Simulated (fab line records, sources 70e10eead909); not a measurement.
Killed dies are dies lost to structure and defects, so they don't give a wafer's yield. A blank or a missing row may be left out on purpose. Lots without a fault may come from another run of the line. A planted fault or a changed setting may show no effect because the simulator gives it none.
Problem report in the 8D (eight disciplines) form, filled by code | flow nand_harc | the parts of the form that need people (team, actions taken, sign-off) are left out

1. THE PROBLEM
run_length_s at NHARC_A_STAIRCASE_TRIM_224 reads a mean of 160.0 s on 1 wafer of 1 lot; wafers without a fault read 232.6 s with a standard deviation of 0.37. That is -99 or more standard deviations from the usual mean.
The step: chemistry O2, time 211.2 s.
First seen on wafer L956.5, day 20 09:32, on rie_diel-07. The record holds 38 wafers of 13 lots with a number at this step. Rule for "out", or "out of limits": more than 4 standard deviations from the usual mean. The other wafers with a number count as sound.

2. WHAT IT IS AND WHAT IT IS NOT
question                    | is                | is not
which readings at this step | run_length_s      | drypump_motor_current_A, oes_product_au, rf_vpp_V, showerhead_plenum_p_Torr, throttle_valve_pct
which lots                  | L956              | L946, L947, L948, L949, L950, L951, L961, L964, L965, L966, L967, L968
which wafers of those lots  | L956.5            | L956.2
read on which tools         | rie_diel-07       | rie_diel-03, rie_diel-13
when                        | from day 20 09:32 | up to then (19 sound wafers); but 18 sound wafers of L961, L964, L965, L966, L967, L968 came after

3. SUSPECTS, AND WHAT RULES EACH OUT
Counting: a tool at a process step up to the reading stays a suspect if it ran every lot that is out. Sound lots after the first of them don't rule it out here, since some wafers of a struck lot are sound.
- plasma_asher-02 at NHARC_A_STAIRCASE_STRIP_205 (strips in O2): kept. It ran the lot that is out, L956 (day 20 07:31); its last sound lot up to then is L948 (day 16 16:28).
- rie_diel-07 at NHARC_A_STAIRCASE_TRIM_224 (chemistry O2, time 211.2 s): kept. It ran the lot that is out, L956 (day 20 09:32); its last sound lot up to then is L951 (day 18 22:50). Its own readings are out on those wafers: run_length_s.
- Within rie_diel-07 at NHARC_A_STAIRCASE_TRIM_224: the wafers that are out ran in chamber 2; their sound lot-mates ran in chamber 1.
Left after counting: plasma_asher-02 at NHARC_A_STAIRCASE_STRIP_205, rie_diel-07 at NHARC_A_STAIRCASE_TRIM_224.

4. THE CAUSE (what the simulator had put in)
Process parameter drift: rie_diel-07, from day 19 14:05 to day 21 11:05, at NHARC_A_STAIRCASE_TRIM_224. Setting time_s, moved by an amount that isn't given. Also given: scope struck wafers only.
Counting left 2 suspects, and this tool is among them.

5. THE CHAIN OF EFFECTS, in route order
Each row: a reading whose mean over the struck wafers that have a number lies more than 3 standard deviations from the usual. Only readings for which the record gives a usual standard deviation are gone through. hours: the time from each lot's start at the first step in this table that gives one to its start at this step, as a median over the lots. sigmas: the change in usual standard deviations.
hours | step                       | reading      | usual   | on struck wafers | change | sigmas
0     | NHARC_A_STAIRCASE_TRIM_224 | run_length_s | 232.6 s | 160.0            | -72.6  | -99 or more
The process steps in it:
- NHARC_A_STAIRCASE_TRIM_224: chemistry O2, time 211.2 s.

6. WHAT WOULD HAVE CAUGHT IT SOONER
In this record the first reading out of limits was taken at day 20 09:32, 19 hours after the fault began at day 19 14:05.
